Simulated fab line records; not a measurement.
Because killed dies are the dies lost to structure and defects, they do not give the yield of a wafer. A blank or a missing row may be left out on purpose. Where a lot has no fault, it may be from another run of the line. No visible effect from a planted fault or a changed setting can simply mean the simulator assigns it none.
Chamber matching | flow n5_finfet | pecvd-01 running N5_BEOL_M6_ILD_DEP_00: 3 sister chambers
The step deposits SiCOH lowk from DEMS/porogen, target thk 179.75 nm, time 33.4 s. 3 wafers are shown with their chamber, then 8 later ones without.

== WAFERS PAIRED WITH THEIR CHAMBERS ==
wafer  | chamber | showerhead_vpp_V (V)
L081.5 | 2       | 1409
L089.6 | 1       | 1362
L091.1 | 0       | 1331

== WAFERS WHOSE CHAMBER IS MISSING ==
wafer  | showerhead_vpp_V (V)
L091.2 | 1424
L091.6 | 1358
L092.1 | 1416
L092.2 | 1339
L092.4 | 1323
L095.1 | 1420
L095.2 | 1368
L095.6 | 1354

== EACH ONE'S CHAMBER ==
wafer  | from the rows above     | in truth
L091.2 | 2                       | 2
L091.6 | 1                       | 1
L092.1 | 2                       | 2
L092.2 | can't be placed: 0 or 1 | 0
L092.4 | 0                       | 0
L095.1 | 2                       | 2
L095.2 | 1                       | 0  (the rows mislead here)
L095.6 | can't be placed: 1 or 0 | 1
Correctly placed: 5 of 8. Can't be placed from these rows: 2 (the true chamber is among the candidates in 2). Placed wrongly: 1.
How it was worked out, from the rows above alone: a wafer's distance from a chamber is the root of the sum, over the readings, of the square of ((its reading less the chamber's mean) divided by the reading's scatter). The wafer belongs to the nearest chamber; if the next one is less than 2 further off, it can't be placed. For every chamber, the mean is computed from those of its wafers that are shown. The scatter: root of mean squared gap, hidden wafer to nearest shown wafer, with one shown wafer a chamber.
